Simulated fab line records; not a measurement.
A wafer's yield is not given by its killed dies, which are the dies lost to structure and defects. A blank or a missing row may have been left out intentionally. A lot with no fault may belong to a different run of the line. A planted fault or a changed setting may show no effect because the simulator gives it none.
Which tool was responsible? + flow nandHarc + 18 wafers from 6 lots sampled at 6 of the route's 1302 steps

WHAT THE GAUGES READ, wafer by wafer
NHARC_END_SORT_01.
| lot  | measured     | on        | killedAtArray |
|------|--------------|-----------|---------------|
| L719 | day 33 03:43 | prober-01 | 672 674 669   |

TOOL THAT RAN EACH LOT (tool first, then ch and the chambers of the sampled wafers, then the start)
| lot  | NHARC_A_WL_FILL_ETCHBACK_04      | NHARC_A_WL_FILL_ETCHBACK_17      | NHARC_A_WL_FILL_ALD_19             | NHARC_A_WL_FILL_CVD_20       | NHARC_A_WL_FILL_CMP_12        |
|------|----------------------------------|----------------------------------|------------------------------------|------------------------------|-------------------------------|
| L705 | rieMetal-03 ch 0,1, day 22 01:40 | rieMetal-01 ch 0,1, day 22 12:01 | aldMetal-04 ch 1,2, day 22 17:23   | cvdW-02 ch 0,1, day 22 17:36 | cmp-04 ch 1,2,3, day 22 17:47 |
| L708 | rieMetal-02 ch 0,1, day 22 22:37 | rieMetal-02 ch 0,1, day 23 09:13 | aldMetal-04 ch 0,2,3, day 23 14:36 | cvdW-01 ch 0, day 23 14:49   | cmp-03 ch 0,1,3, day 23 14:59 |
| L712 | rieMetal-01 ch 0,1, day 25 09:39 | rieMetal-01 ch 0,1, day 25 19:50 | aldMetal-01 ch 0,2,3, day 26 02:16 | cvdW-01 ch 1, day 26 02:28   | cmp-03 ch 0,1,3, day 26 02:47 |
| L714 | rieMetal-02 ch 0,1, day 26 07:11 | rieMetal-03 ch 0,1, day 26 18:54 | aldMetal-04 ch 0,2,3, day 27 00:24 | cvdW-02 ch 0,1, day 27 00:36 | cmp-02 ch 0,2,3, day 27 00:48 |
| L719 | rieMetal-02 ch 0,1, day 28 12:51 | rieMetal-03 ch 0, day 29 02:02   | aldMetal-03 ch 0,1,3, day 29 07:35 | cvdW-01 ch 0,1, day 29 07:49 | cmp-02 ch 0,1, day 29 07:57   |
| L724 | rieMetal-01 ch 0,1, day 29 15:43 | rieMetal-01 ch 0,1, day 30 05:29 | aldMetal-04 ch 0,2,3, day 30 11:00 | cvdW-01 ch 0,1, day 30 11:10 | cmp-04 ch 0,1,2, day 30 11:21 |
- NHARC_A_WL_FILL_ETCHBACK_04: etches the open film in NF3, target depth 60 nm, time 120 s.
- NHARC_A_WL_FILL_ETCHBACK_17: etches the open film in Cl2/BCl3, target depth 4 nm, time 26.7 s.
- NHARC_A_WL_FILL_ALD_19: deposits TiN, target thk 2 nm, pulse time 3 s, ald cycles 100.
- NHARC_A_WL_FILL_CVD_20: deposits W, target thk 100 nm, time 74 s.
- NHARC_A_WL_FILL_CMP_12: polishes, t overpolish 30 s, target thk 100 nm.

THE ANSWER, worked out from the rows above alone
Rule: the usual values come from the lots themselves. Put in order of their means at a reading, lots are off if they are a third of the lots or fewer, leave a main group of 4 or more, and stand apart from it by a gap of 3 or more times the standard deviation of the main group's means; of several such gaps the widest counts. A main group is skipped when, at the precision printed for the reading in the tables above, its means are all equal. Also off: a lot with no number at a reading for which 4 or more lots have one. Any other lot the step has rows for is counted as sound.
Across all readings shown, no lot is off: no conclusion can be drawn from this.

WHAT THE SIMULATOR HAD PUT IN
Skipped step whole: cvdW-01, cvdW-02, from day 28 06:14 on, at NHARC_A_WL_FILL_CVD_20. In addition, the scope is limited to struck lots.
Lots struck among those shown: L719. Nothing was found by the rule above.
